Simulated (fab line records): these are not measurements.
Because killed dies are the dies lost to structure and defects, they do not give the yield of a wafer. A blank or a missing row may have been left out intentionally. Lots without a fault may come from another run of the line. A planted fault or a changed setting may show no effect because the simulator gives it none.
Chamber matching | flow n5Finfet | N5_SDB_HM_DEP_00 on pecvd-04: 3 sister chambers
The step deposits SiNx from SiH4/NH3/N2, target thk 40 nm, time 35.3 s. 14 wafers are shown with their chamber, then 7 later ones without.

## WAFERS, EACH WITH ITS CHAMBER
wafer  | chamber | throttleValvePct (%) | showerheadVppV (V) | showerheadPlenumPTorr (Torr)
L078.1 | 2       | 41.3                 | 1004               | 5.17
L078.4 | 1       | 35.7                 | 1214               | 5.15
L078.5 | 2       | 41.3                 | 1009               | 5.17
L081.3 | 0       | 38.5                 | 1124               | 5.24
L081.5 | 0       | 38.8                 | 1112               | 5.25
L081.6 | 2       | 41.0                 | 1023               | 5.19
L084.1 | 2       | 41.1                 | 1032               | 5.20
L084.2 | 0       | 38.8                 | 1110               | 5.23
L084.6 | 0       | 38.7                 | 1124               | 5.22
L085.3 | 2       | 41.1                 | 1006               | 5.17
L085.5 | 0       | 38.9                 | 1095               | 5.22
L085.6 | 1       | 35.9                 | 1185               | 5.16
L086.1 | 0       | 38.7                 | 1111               | 5.24
L086.5 | 2       | 41.2                 | 1023               | 5.17

SIGNATURES, as means of the wafers listed above
reading               | chamber 0 | chamber 1 | chamber 2 | scatter within a chamber
throttleValvePct      | 38.733    | 35.800    | 41.167    | 0.13
showerheadVppV        | 1112.67   | 1199.50   | 1016.17   | 12.2
showerheadPlenumPTorr | 5.2333    | 5.1550    | 5.1783    | 0.0123
Rule: for each reading, subtract the chamber's mean from the wafer's reading, divide by that reading's scatter and square the result; add these up over the readings and take the root, which gives the wafer's distance from the chamber. The wafer belongs to the nearest chamber; if the next one is less than 2 further off, it can't be placed. The scatter: the root of (the sum of the squares of (reading less its chamber's mean) over the shown wafers, divided by (wafers less chambers)).

## WAFERS WHOSE CHAMBER IS MISSING
wafer  | throttleValvePct (%) | showerheadVppV (V) | showerheadPlenumPTorr (Torr)
L086.6 | 36.1                 | 1178               | 5.17
L091.1 | 40.8                 | 1020               | 5.19
L091.2 | 39.1                 | 1100               | 5.26
L091.3 | 36.2                 | 1218               | 5.16
L097.3 | 36.3                 | 1189               | 5.16
L097.4 | 38.8                 | 1107               | 5.22
L097.6 | 36.2                 | 1193               | 5.16

## EACH ONE'S CHAMBER
wafer  | from the rows above | in truth
L086.6 | 1                   | 1
L091.1 | 2                   | 2
L091.2 | 0                   | 0
L091.3 | 1                   | 1
L097.3 | 1                   | 1
L097.4 | 0                   | 0
L097.6 | 1                   | 1
Correct placement for 7 of the 7. From these rows, 0 cannot be placed. Wrongly placed: 0.
